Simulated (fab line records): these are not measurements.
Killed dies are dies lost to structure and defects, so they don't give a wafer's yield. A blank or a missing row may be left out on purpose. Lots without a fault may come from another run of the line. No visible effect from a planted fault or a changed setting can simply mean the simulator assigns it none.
Which tool was responsible? ; flow nand_harc ; 6 lots, 18 wafers sampled, at 1 step of a route of 1302

## WHAT EACH GAUGE READ, for each wafer
NHARC_A_ONON_D1_THK_MEAS_27: measures by ellipsometry.
lot;measured;on;thk_nm (nm)
L382;day 9 04:38;film_metro-02;1003 1004 1004
L385;day 9 21:46;film_metro-01;975 974 976
L388;day 11 12:16;film_metro-01;997 997 997
L391;day 12 12:04;film_metro-02;1008 1006 1007
L394;day 13 10:01;film_metro-01;987 988 988
L401;day 16 20:56;film_metro-01;991 991 990

## EACH LOT AND THE TOOL THAT RAN IT (in order: tool; ch and the chambers of the sampled wafers; start)
There is no process step in the record ahead of these readings.

## THE ANSWER, worked out from the rows above alone
Rule: the usual values come from the lots themselves. The widest of any qualifying gaps counts: lots, ordered by their means at a reading, are off when they make up no more than a third of the lots, leave a main group of 4 or more, and stand apart from it by 3 or more times the standard deviation of that group's means. A main group is skipped when, at the precision printed for the reading in the tables above, its means are all equal. Also off: a lot with no number at a reading for which 4 or more lots have one. The other lots that the step has rows for count as sound.
None of the lots is off at any reading shown; this tells nothing.

## WHAT WAS PUT IN BY THE SIMULATOR
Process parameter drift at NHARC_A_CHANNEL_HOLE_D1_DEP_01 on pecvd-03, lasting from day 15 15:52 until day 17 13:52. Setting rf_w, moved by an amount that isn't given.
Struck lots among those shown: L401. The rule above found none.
